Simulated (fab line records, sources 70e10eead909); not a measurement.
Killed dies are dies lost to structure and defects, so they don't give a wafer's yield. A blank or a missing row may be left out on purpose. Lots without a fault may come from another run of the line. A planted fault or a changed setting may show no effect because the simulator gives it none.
One fault seen from 2 desks | flow nand_harc | each desk has only its own numbers; what lay behind them comes last

THE DEFECT DESK
What the inspections along the route counted, lot by lot: means of the sampled wafers that have a number. A lot is out of limits, marked OUT, if its mean lies more than 4 standard deviations from the usual mean; the brackets give that distance.
Columns: A = raw_defect_count at NHARC_A_WL_FILL_INSPECT_15, usual 384
lot  | first seen here | A
L150 | day 16 01:08    | 309
L153 | day 16 10:00    | 326
L151 | day 16 10:32    | 377
L154 | day 16 21:37    | 388
L155 | day 17 15:38    | 741
L157 | day 18 05:27    | 234
L160 | day 18 16:20    | 292
L158 | day 18 16:39    | 463
L165 | day 19 11:50    | 385
L166 | day 20 03:47    | 362
L164 | day 20 04:31    | 350
L168 | day 20 14:22    | 537
L170 | day 21 04:01    | 601
This desk's finding: nothing out of limits on any of the 13 lots.

THE TOOL OWNER'S DESK: rie_diel-01
The tool's own readings at NHARC_A_CONTACT_ETCH_51 (etches the open film in O2/COS, target depth 3600 nm, time 936 s): means of the sampled wafers that have a number, for each lot that ran on this tool. A lot is out of limits, marked OUT, if its mean lies more than 4 standard deviations from the usual mean; the brackets give that distance.
Columns: A = drypump_motor_current_A at NHARC_A_CONTACT_ETCH_51, usual 5.9 A; B = oes_product_au at NHARC_A_CONTACT_ETCH_51, usual 1.000 a.u.; C = rf_vpp_V at NHARC_A_CONTACT_ETCH_51, usual 314.2 V; D = run_length_s at NHARC_A_CONTACT_ETCH_51, usual 957.4 s; E = showerhead_plenum_p_Torr at NHARC_A_CONTACT_ETCH_51, usual 3.13 Torr; F = throttle_valve_pct at NHARC_A_CONTACT_ETCH_51, usual 28.330 %
lot  | first seen here | A   | B     | C     | D                       | E    | F
L153 | day 16 17:14    | 5.7 | 0.999 | 312.6 | 957.1                   | 3.05 | 28.337
L151 | day 16 18:56    | 5.8 | 0.999 | 314.7 | 957.0                   | 3.12 | 28.334
L155 | day 17 21:34    | 5.8 | 1.008 | 314.2 | 957.3                   | 3.12 | 28.323
L160 | day 18 21:25    | 5.4 | 1.010 | 314.4 | 957.4                   | 3.12 | 28.336
L164 | day 20 09:27    | 5.4 | 0.997 | 313.5 | 702.6 (-99 or more) OUT | 3.11 | 28.333
L168 | day 20 19:18    | 5.6 | 1.007 | 314.4 | 701.8 (-99 or more) OUT | 3.09 | 28.319
This desk's finding: out of limits on L164, L168; first on L164, day 20 09:27 (run_length_s at NHARC_A_CONTACT_ETCH_51). In limits: L153, L151, L155, L160.

PUT TOGETHER
The tool owner's desk could have raised an alarm at day 20 09:27, on L164, L168.
The defect desk saw nothing out of limits.
The defect desk has L164, L168 on record, within its limits.
Of the lots named, all ran NHARC_A_CONTACT_ETCH_51 on rie_diel-01.

WHAT THE SIMULATOR HAD PUT IN
Process parameter drift: rie_diel-01, from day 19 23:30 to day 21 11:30, at NHARC_A_CONTACT_ETCH_51. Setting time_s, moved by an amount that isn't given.
Lots struck among those shown: L164, L168.
Hours from the fault's start to each desk's first reading out of limits: the tool owner's desk, 10.
